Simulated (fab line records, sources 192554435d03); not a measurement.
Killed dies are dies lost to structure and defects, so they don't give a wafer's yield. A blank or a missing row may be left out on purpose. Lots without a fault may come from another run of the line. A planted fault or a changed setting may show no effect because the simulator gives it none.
fab line records | flow n5_finfet
record lots=10 wafers=30 last_day=17
route steps=1938 shown BEOL_M10@1521 BEOL_M11@1539
lots that met no fault: from a run of the same line without faults
start_h: hours from the record's first day to the start of the lot's first wafer shown | wait_h: hours since the lot's step before | " the same as in the row above | L1.1+2: a row that stands for several wafers | - no value, or no start given | * or withheld: withheld | < > ~ a bound
route shown NAME@n: a module of which the file shows steps, and the number in the route of the first | usual: mean/standard deviation of fault-free wafers | same: alike in all rows | chamber/n: place in a boat | sites: the reading at each site | _std_site: their standard deviation | _edge_site: outer sites' mean less inner sites' | radius_mm: how far each site lies from the wafer's centre | mask NAME#n: copy n | behind: the tool/chamber that last shaped the wafer | hold: why the lot was held/for how many hours/how that ended | device: the transistor (n, p or np) that didn't switch | end of line: the same wafers' tests at the end of the route | a step without rows: its recipe alone | killed: dies lost to structure and defects at the first sort, not the wafer's yield | map: a wafer's dies, x killed, . not, _ none there
set.NAME: the setting as run; set.NAME@STEP: as run at that earlier step | model.NAME: the simulator's own value behind a step, which no gauge read
steps of the route over a sample of lots; a table a step, a row a wafer
services: from which hour (start_h, from the record's first day; less than 0 if before it) a tool's chamber was out of use, for how many hours, and why
## steps
# step N5_BEOL_M10_CURE_72
# recipe temp_c=370 time_s=120 ambient=DMADMS/He material=SiCOH_lowk
# usual lamp_power_pct=52.31/0.051 wafer_temp_C_max=372.0/0.58
# same time_s=120
# columns lot.wafer tool chamber start_h wait_h lamp_power_pct wafer_temp_C_max
L353.1 uv_cure-03 0 226.38 0.0 52.25 371.6
L353.3 " 0 " " 52.23 371.9
L353.5 " 0 " " 52.31 372.3
L356.1 uv_cure-03 0 247.44 0.1 52.29 372.3
L356.5 " 0 " " 52.30 371.8
L356.6 " 0 " " 52.32 372.1
L357.1 uv_cure-01 0 254.19 0.0 52.36 371.3
L357.3 " 0 " " 52.20 371.1
L357.5 " 0 " " 52.34 371.2
L361.2 uv_cure-03 0 271.74 0.4 52.34 371.8
L361.3 " 0 " " 52.35 372.1
L361.6 " 0 " " 52.30 372.7
L364.1 uv_cure-02 2 296.63 0.0 52.31 371.2
L364.3 " 2 " " 52.35 371.8
L364.4 " 2 " " 52.33 371.4
L363.2 uv_cure-03 2 299.02 0.1 52.37 372.9
L363.3 " 2 " " 52.36 372.7
L363.4 " 2 " " 52.32 372.0
L362.1 uv_cure-03 1 299.52 0.1 52.18 371.3
L362.5 " 1 " " 52.34 370.6
L362.6 " 1 " " 52.33 371.5
L365.2 uv_cure-03 0 304.22 0.2 52.26 373.2
L365.3 " 0 " " 52.38 372.3
L365.5 " 0 " " 52.27 372.7
L369.1 uv_cure-01 2 331.16 0.1 52.33 372.0
L369.3 " 2 " " 52.32 371.8
L369.6 " 2 " " 52.25 371.9
L374.4 uv_cure-01 2 353.74 0.3 52.29 372.1
L374.5 " 2 " " 52.25 372.6
L374.6 " 2 " " 52.42 371.7
# step N5_BEOL_M10_PRE_CLEAN_45
# recipe gas=H2/He time_s=30 temp_c=250
# usual heater_power_w=345/27
# same time_s=30
# columns lot.wafer tool chamber start_h wait_h heater_power_w
L353.1 pvd_sputter-03 - 226.93 0.0 283
L353.3 " - " " 345
L353.5 " - " " 352
L356.1 pvd_sputter-02 - 247.85 0.0 336
L356.5 " - " " 345
L356.6 " - " " 351
L357.1 pvd_sputter-02 - 255.85 0.0 367
L357.3 " - " " 347
L357.5 " - " " 372
L361.2 pvd_sputter-02 - 272.32 0.0 356
L361.3 " - " " 341
L361.6 " - " " 370
L364.1 pvd_sputter-02 - 297.05 0.0 351
L364.3 " - " " 349
L364.4 " - " " 360
L363.2 pvd_sputter-01 - 300.98 0.0 321
L363.3 " - " " 372
L363.4 " - " " 291
L362.1 pvd_sputter-01 - 301.06 0.0 317
L362.5 " - " " 375
L362.6 " - " " 324
L365.2 pvd_sputter-01 - 304.88 0.0 379
L365.3 " - " " 296
L365.5 " - " " 372
L369.1 pvd_sputter-02 - 331.99 0.0 335
L369.3 " - " " 365
L369.6 " - " " 377
L374.4 pvd_sputter-01 - 354.07 0.0 305
L374.5 " - " " 318
L374.6 " - " " 296
# step N5_BEOL_M11_PECVD_70
# recipe material=SiO2 target_thk_a=200 temp_c=400 precursor=TEOS/O2 pressure_torr=5.5 rf_w=450 teos_flow_sccm=53.8 gas=O2 flow_sccm=3000 time_s=22.7
# usual chamber_pressure_Torr=5.500/0.012 heater_power_outer_w=415/93 heater_power_w=697/110 showerhead_plenum_p_Torr=8.82/0.065 susceptor_temp_C=400.00/0.23 throttle_valve_pct=22.6/1.2
# same time_s=22.7
# columns lot.wafer tool chamber start_h wait_h chamber_pressure_Torr heater_power_outer_w heater_power_w showerhead_plenum_p_Torr susceptor_temp_C throttle_valve_pct
L353.1 pecvd-03 0 229.64 0.0 5.493 515 799 8.92 399.79 23.0
L353.3 " 1 " " 5.499 356 643 8.92 399.64 24.0
L353.5 " 1 " " 5.498 379 634 8.90 399.99 23.7
L356.1 pecvd-03 0 250.51 0.0 5.481 450 706 8.92 400.27 23.3
L356.5 " 1 " " 5.514 427 712 8.91 399.82 24.0
L356.6 " 2 " " 5.496 394 675 8.74 399.98 20.3
L357.1 pecvd-01 2 259.66 0.0 5.496 290 574 8.75 399.98 20.4
L357.3 " 0 " " 5.522 310 552 8.79 399.98 23.7
L357.5 " 0 " " 5.506 306 554 8.74 399.86 23.7
L361.2 pecvd-01 1 276.74 0.0 5.506 463 745 8.90 400.12 22.0
L361.3 " 0 " " 5.482 328 577 8.75 399.79 24.0
L361.6 " 1 " " 5.502 444 762 8.87 399.80 22.1
L364.1 pecvd-02 2 299.92 0.0 5.520 356 671 8.77 399.69 22.0
L364.3 " 1 " " 5.485 376 600 8.85 399.72 23.9
L364.4 " 1 " " 5.491 381 610 8.79 399.77 24.0
L362.1 pecvd-02 2 303.39 0.0 5.507 379 691 8.78 400.02 22.1
L362.5 " 1 " " 5.497 405 643 8.79 400.05 24.0
L362.6 " 2 " " 5.509 392 716 8.78 399.99 22.2
L363.2 pecvd-02 1 303.77 0.0 5.500 351 577 8.81 400.44 23.7
L363.3 " 2 " " 5.499 339 645 8.76 399.98 21.8
L363.4 " 0 " " 5.521 529 842 8.84 400.26 22.4
L365.2 pecvd-02 2 307.11 0.0 5.490 359 657 8.74 400.19 22.1
L365.3 " 1 " " 5.525 397 629 8.77 400.57 23.9
L365.5 " 2 " " 5.503 363 666 8.78 399.99 22.0
L369.1 pecvd-02 1 334.75 0.0 5.522 452 684 8.80 416.09 24.0
L369.3 " 0 " " 5.499 705 1061 8.86 416.14 22.0
L369.6 " 2 " " 5.499 444 790 8.77 416.04 22.3
L374.4 pecvd-02 1 358.40 0.1 5.490 463 743 8.83 416.24 23.7
L374.5 " 0 " " 5.522 693 1053 8.84 416.24 21.8
L374.6 " 2 " " 5.498 422 770 8.78 415.74 22.2
# step N5_BEOL_M11_CD_MEAS_11
# recipe target_cd_nm=64.1 landing_energy_ev=500 detector=se_inlens polarity=opening
# usual cd_nm=64.1/0.52
# same landing_energy_ev=500
# columns lot.wafer tool chamber start_h wait_h cd_nm
L353.1 cd_sem-02 0 231.70 - 64.9
L353.3 " 0 " " 64.7
L353.5 " 0 " " 63.7
L356.1 cd_sem-01 0 253.97 - 64.0
L356.5 " 0 " " 63.9
L356.6 " 0 " " 63.4
L357.1 cd_sem-03 0 261.57 - 63.7
L357.3 " 0 " " 63.0
L357.5 " 0 " " 64.8
L361.2 cd_sem-03 0 281.65 - 63.7
L361.3 " 0 " " 64.1
L361.6 " 0 " " 64.0
L364.1 cd_sem-02 0 301.98 - 63.8
L364.3 " 0 " " 63.7
L364.4 " 0 " " 64.4
L362.1 cd_sem-03 0 304.56 - 64.0
L362.5 " 0 " " 64.1
L362.6 " 0 " " 63.4
L363.2 cd_sem-03 0 305.14 - 64.0
L363.3 " 0 " " 63.5
L363.4 " 0 " " 64.6
L365.2 cd_sem-02 0 308.83 - 63.7
L365.3 " 0 " " 63.6
L365.5 " 0 " " 64.0
L369.1 cd_sem-03 0 338.45 - 64.1
L369.3 " 0 " " 64.8
L369.6 " 0 " " 64.8
L374.4 cd_sem-02 0 359.08 - 63.9
L374.5 " 0 " " 63.7
L374.6 " 0 " " 64.4
# step N5_BEOL_M11_CMP_52
# recipe stop_on=SiCOH_lowk t_overpolish_s=7 down_force_psi=1 platen_rpm=50 clearing_platen_down_force_psi=1.5 clearing_platen_rpm=50 post_cmp_clean=cu_alkaline target_thk_nm=140 clearing_platen_pad_velocity_m_s=0.99484 pad_velocity_m_s=0.99484
# usual barrier_field_endpoint_s=28.9/0.8 edge_zone_pressure_frac=1.000/0.0046 motor_current_A=5.9/0.54 platen_rpm=50.01/0.034
# columns lot.wafer tool chamber start_h wait_h barrier_field_endpoint_s edge_zone_pressure_frac motor_current_A platen_rpm
L353.1 cmp-03 3 237.17 0.3 28.9 0.998 5.0 50.01
L353.3 " 0 " " 28.4 1.000 7.0 50.02
L353.5 " 2 " " 29.7 0.997 6.5 50.01
L356.1 cmp-02 0 260.26 0.6 28.2 1.000 5.9 49.98
L356.6 " 2 " " 29.0 1.003 6.4 50.02
L356.5 " 3 " " 28.7 1.008 6.6 50.02
L357.1 cmp-04 0 266.82 0.6 27.7 1.006 5.6 49.99
L357.3 " 1 " " 28.3 1.004 4.5 50.02
L357.5 " 2 " " 29.4 1.002 5.9 50.00
L361.3 cmp-02 3 288.46 0.2 27.7 1.001 6.4 49.99
L361.2 " 1 " " 27.5 1.002 5.5 50.02
L361.6 " 2 " " 28.8 0.995 6.2 49.98
L364.4 cmp-03 3 306.22 0.1 28.5 0.993 5.4 50.02
L364.1 " 0 " " 27.6 1.000 6.9 50.01
L364.3 " 2 " " 29.1 1.002 6.5 49.99
L363.3 cmp-04 1 310.10 0.2 27.6 1.002 4.8 49.99
L363.2 " 2 " " 28.0 1.005 5.9 50.01
L363.4 " 3 " " 29.8 0.994 6.3 49.98
L362.1 cmp-02 0 310.66 0.4 28.3 1.007 5.7 50.05
L362.5 " 1 " " 28.3 1.004 5.8 50.01
L362.6 " 2 " " 29.3 1.004 6.5 50.00
L365.3 cmp-03 0 313.65 0.2 28.4 1.002 6.8 49.92
L365.2 " 1 " " 28.2 1.002 5.7 50.02
L365.5 " 2 " " 28.8 0.997 6.1 50.01
L369.3 cmp-03 1 342.50 0.2 27.1 1.003 5.7 50.05
L369.1 " 2 " " 26.4 0.999 6.1 50.01
L369.6 " 3 " " 25.4 1.003 5.5 49.97
L374.4 cmp-04 2 364.15 0.1 27.0 1.002 5.7 50.03
L374.6 " 2 " " 26.8 0.999 5.8 50.02
L374.5 " 3 " " 27.8 1.002 5.5 50.01
## services
# columns tool chamber start_h hours kind
cmp-03 - 206.66 7.8 pm
uv_cure-03 - 219.58 1.7 repair
uv_cure-02 - 220.53 7.5 pm
pecvd-03 0 222.11 2.1 scheduled_down
uv_cure-01 - 230.22 6.0 pm
cmp-03 - 237.81 4.0 pm
cmp-03 - 241.81 - consumable_replace:conditioner
cmp-03 - 241.81 - consumable_replace:pad
pecvd-01 2 247.92 5.4 repair
pecvd-02 2 249.49 2.1 scheduled_down
uv_cure-02 - 264.74 2.1 pm
cmp-03 - 265.33 1.6 repair
pecvd-03 0 275.91 7.4 repair
pecvd-01 0 278.24 12.8 repair
pvd_sputter-03 - 279.46 4.2 repair
pecvd-03 0 294.35 16.5 scheduled_down
pecvd-03 1 301.75 6.2 repair
uv_cure-02 - 303.70 6.0 pm
cmp-03 - 306.77 5.1 pm
pecvd-02 - 308.21 5.5 pm
cmp-02 - 313.69 4.0 pm
cmp-02 - 317.69 - consumable_replace:conditioner
cmp-02 - 317.69 - consumable_replace:pad
cmp-02 - 320.54 0.4 repair
## key
first_sign step=N5_BEOL_M11_PECVD_70 reading=susceptor_temp_C direction=up sigmas=71 usual=* struck=*
effect step=N5_BEOL_M11_CMP_52 reading=barrier_field_endpoint_s direction=down sigmas=2.7 usual=28.9 struck=26.8
met_at N5_BEOL_M11_PECVD_70
struck_lots L369,L374
not_acting_at N5_BEOL_M10_CURE_72,N5_BEOL_M10_PRE_CLEAN_45,N5_BEOL_M11_CD_MEAS_11
onset_between 307.11 334.75
fault kind=process_parameter_drift tool=pecvd-02 chamber=- onset_h=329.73 steps=N5_BEOL_M11_PECVD_70 channel=temp_c offset=* shape=step end_h=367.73 acts_in=* stated=*
